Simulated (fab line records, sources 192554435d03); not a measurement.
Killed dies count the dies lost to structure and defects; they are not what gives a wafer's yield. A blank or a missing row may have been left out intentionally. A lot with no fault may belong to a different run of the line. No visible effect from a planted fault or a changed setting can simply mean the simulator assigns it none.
Which tool was responsible?	flow n5 finfet	10 lots, 30 wafers sampled, at 5 steps of a route of 1938

WHAT THE GAUGES SHOWED, per wafer
N5_BEOL_M4_RC_MEAS_101. Usual: DIBL_N 36.5 mV/V, standard deviation 1.2; DIBL_P 36.5 mV/V, standard deviation 1.6; IOFF_N 0.162 nA/um, standard deviation 0.023; IOFF_P 0.221 nA/um, standard deviation 0.03; ION_N 678 uA/um, standard deviation 8; ION_P 466 uA/um, standard deviation 6.3; SS_N 71.6 mV/dec, standard deviation 0.46; SS_P 73.3 mV/dec, standard deviation 0.57; VT_N 249.2 mV, standard deviation 2.6; VT_P -249 mV, standard deviation 3.3.
lot	measured	on	DIBL_N (mV/V)	DIBL_P (mV/V)	IOFF_N (nA/um)	IOFF_P (nA/um)	ION_N (uA/um)	ION_P (uA/um)	SS_N (mV/dec)	SS_P (mV/dec)	VT_N (mV)	VT_P (mV)	flag
L728	day 8 15:49	prober-02	38.6 36.6 37.1	36.2 34.8 34.5	0.178 0.144 0.149	0.225 0.207 0.197	683 665 679	463 460 463	71.8 71.2 72.2	73.7 73.2 72.9	247.0 249.8 249.5	-252 -250 -252	
L729	day 10 11:47	prober-02	36.0 37.7 38.3	36.5 39.4 39.4	0.144 0.172 0.186	0.206 0.268 0.272	675 675 688	469 476 475	71.5 71.9 71.6	73.3 73.8 73.1	252.9 246.7 248.1	-250 -247 -244	
L730	day 11 02:35	prober-02	35.9 38.2 34.9	36.2 38.8 34.9	0.143 0.187 0.126	0.197 0.249 0.177	676 691 664	470 468 458	71.2 71.9 71.0	73.5 74.2 73.4	251.3 247.9 253.5	-252 -249 -254	
L731	day 10 19:10	prober-02	34.9 35.4 36.6	33.9 32.9 34.1	0.131 0.129 0.145	0.212 0.198 0.216	674 664 668	468 456 469	71.7 71.5 72.1	72.4 72.3 72.4	250.3 253.1 250.4	-247 -251 -247	
L732	day 11 01:40	prober-02	36.6 37.0 36.9	38.9 39.9 39.0	0.186 0.209 0.191	0.239 0.253 0.232	683 693 682	467 470 470	71.1 71.8 71.4	74.4 73.7 73.8	248.0 244.0 246.5	-248 -245 -248	
L733	day 11 11:25	prober-02	36.1 36.5 35.3	37.8 37.9 36.7	0.161 0.169 0.151	0.257 0.252 0.234	681 686 677	471 475 470	72.2 72.2 72.2	74.1 73.7 73.3	250.2 248.9 248.3	-245 -245 -245	
L750	day 15 21:52	prober-02	36.5 34.9 34.3	36.1 33.7 34.0	0.189 0.157 0.154	0.268 0.225 0.230	692 680 686	478 474 477	71.5 71.4 71.4	73.4 72.5 72.6	246.6 248.0 248.0	-241 -245 -246	
L749	day 16 01:32	prober-02	37.5 37.1 35.6	37.2 36.5 34.3	0.169 0.147 0.125	0.210 0.203 0.176	675 669 668	462 462 459	72.1 72.0 70.9	73.1 72.9 73.2	250.7 251.4 253.9	-251 -249 -252	
L748	day 16 04:32	prober-01	38.0 37.1 36.0	36.7 35.6 34.9	0.167 0.155 0.138	0.214 0.203 0.189	674 677 672	462 465 464	72.0 71.5 71.7	74.3 72.9 73.1	246.7 248.8 250.6	-249 -250 -249	
L751	day 16 07:52	prober-02	38.1 37.7 39.2	38.1 36.9 38.9	0.181 0.170 0.206	0.251 0.233 0.258	678 691 690	468 469 463	72.3 72.2 72.1	74.5 74.4 73.9	248.3 249.1 245.9	-249 -247 -249	

N5_MIM_BOT_LITHO_CD_MEAS_08 targets a cd of 3000 nm. Usual: cd nm at 2999.7 nm, with a standard deviation of 1.3.
lot	measured	on	cd nm (nm)	flag
L728	day 13 16:52	cd sem-02	2999.3 3000.5 2998.5	
L729	day 14 13:40	cd sem-03	3000.2 3000.9 2997.7	
L730	day 14 16:40	cd sem-03	2999.3 2996.9 2998.7	
L731	day 14 16:29	cd sem-01	2999.2 2999.3 2999.3	
L732	day 15 01:55	cd sem-02	3000.0 3000.4 2999.8	
L733	day 15 01:58	cd sem-03	3002.0 3002.6 3000.8	
L750	day 19 19:23	cd sem-03	2998.9 2999.7 2997.3	
L749	day 19 19:47	cd sem-02	2998.5 2998.3 2998.2	
L748	day 20 14:38	cd sem-02	3000.8 3000.4 3000.9	
L751	day 20 03:20	cd sem-01	3000.6 2999.4 2999.3	

EACH LOT AND THE TOOL THAT RAN IT (in order: tool; ch and the chambers of the sampled wafers; start)
lot	N5_BEOL_M3_EXPOSE_08	N5_BEOL_M15_SPUTTER_43	N5_MIM_TOP_DEGAS_04
L728	euv scanner-02 ch 0, day 7 00:23	pvd sputter-03, day 13 09:33	pvd sputter-01, day 13 15:34
L729	euv scanner-02 ch 0, day 7 22:47	pvd sputter-01, day 14 07:20	pvd sputter-03, day 14 12:13
L730	euv scanner-02 ch 0, day 9 19:04	pvd sputter-03, day 14 11:47	pvd sputter-02, day 14 15:10
L731	euv scanner-02 ch 0, day 9 19:30	pvd sputter-03, day 14 10:54	pvd sputter-01, day 14 15:05
L732	euv scanner-02 ch 0, day 9 19:43	pvd sputter-03, day 14 18:07	pvd sputter-02, day 15 00:09
L733	euv scanner-02 ch 0, day 10 06:07	pvd sputter-01, day 14 18:11	pvd sputter-02, day 15 00:16
L750	euv scanner-02 ch 0, day 14 15:43	pvd sputter-01, day 19 11:31	pvd sputter-03, day 19 18:04
L749	euv scanner-02 ch 0, day 14 15:50	pvd sputter-02, day 19 11:57	pvd sputter-01, day 19 18:37
L748	euv scanner-01 ch 0, day 14 19:07	pvd sputter-02, day 20 07:38	pvd sputter-01, day 20 13:08
L751	euv scanner-02 ch 0, day 14 20:10	pvd sputter-02, day 19 21:09	pvd sputter-01, day 20 01:47
- N5_BEOL_M3_EXPOSE_08: exposes mask M3.
- N5_BEOL_M15_SPUTTER_43: material TaN, target thk 15 nm, time 24.19 s.
- N5_MIM_TOP_DEGAS_04: time 60 s.

AS READ BY THE TOOLS THEMSELVES (means over the sampled wafers that have a number; for cases with no such wafer, the mark the record gives instead)
N5_BEOL_M15_SPUTTER_43. Usual: throttle valve pct at 29.6 %, with a standard deviation of 1.
lot	tool	throttle valve pct (%)	flag
L728	pvd sputter-03	28.1	
L729	pvd sputter-01	30.1	
L730	pvd sputter-03	29.6	
L731	pvd sputter-03	29.2	
L732	pvd sputter-03	28.8	
L733	pvd sputter-01	30.0	
L750	pvd sputter-01	29.9	
L749	pvd sputter-02	30.2	
L748	pvd sputter-02	30.6	
L751	pvd sputter-02	30.5	

N5_MIM_TOP_DEGAS_04. Usual: heater power w at 475 W, with a standard deviation of 54.
lot	tool	heater power w (W)	flag
L728	pvd sputter-01	522	
L729	pvd sputter-03	405	
L730	pvd sputter-02	511	
L731	pvd sputter-01	490	
L732	pvd sputter-02	465	
L733	pvd sputter-02	507	
L750	pvd sputter-03	413	
L749	pvd sputter-01	485	
L748	pvd sputter-01	518	
L751	pvd sputter-01	521	

THE ANSWER, worked out from the rows above alone
Rule: a lot counts as off when the mean over its wafers that have a number is more than 3 standard deviations away from the usual mean. Also off: a lot with no number at a reading for which 4 or more lots have one. Any other lot the step has rows for is counted as sound. First the gauges in route order, then the tools' own readings, where a lot's mean is used as printed above. At the first step where some lot is off, the reading lying furthest off is the one used; lots without a number count as furthest.
None of the lots is off at any reading shown; this tells nothing.

WHAT WAS PUT IN BY THE SIMULATOR
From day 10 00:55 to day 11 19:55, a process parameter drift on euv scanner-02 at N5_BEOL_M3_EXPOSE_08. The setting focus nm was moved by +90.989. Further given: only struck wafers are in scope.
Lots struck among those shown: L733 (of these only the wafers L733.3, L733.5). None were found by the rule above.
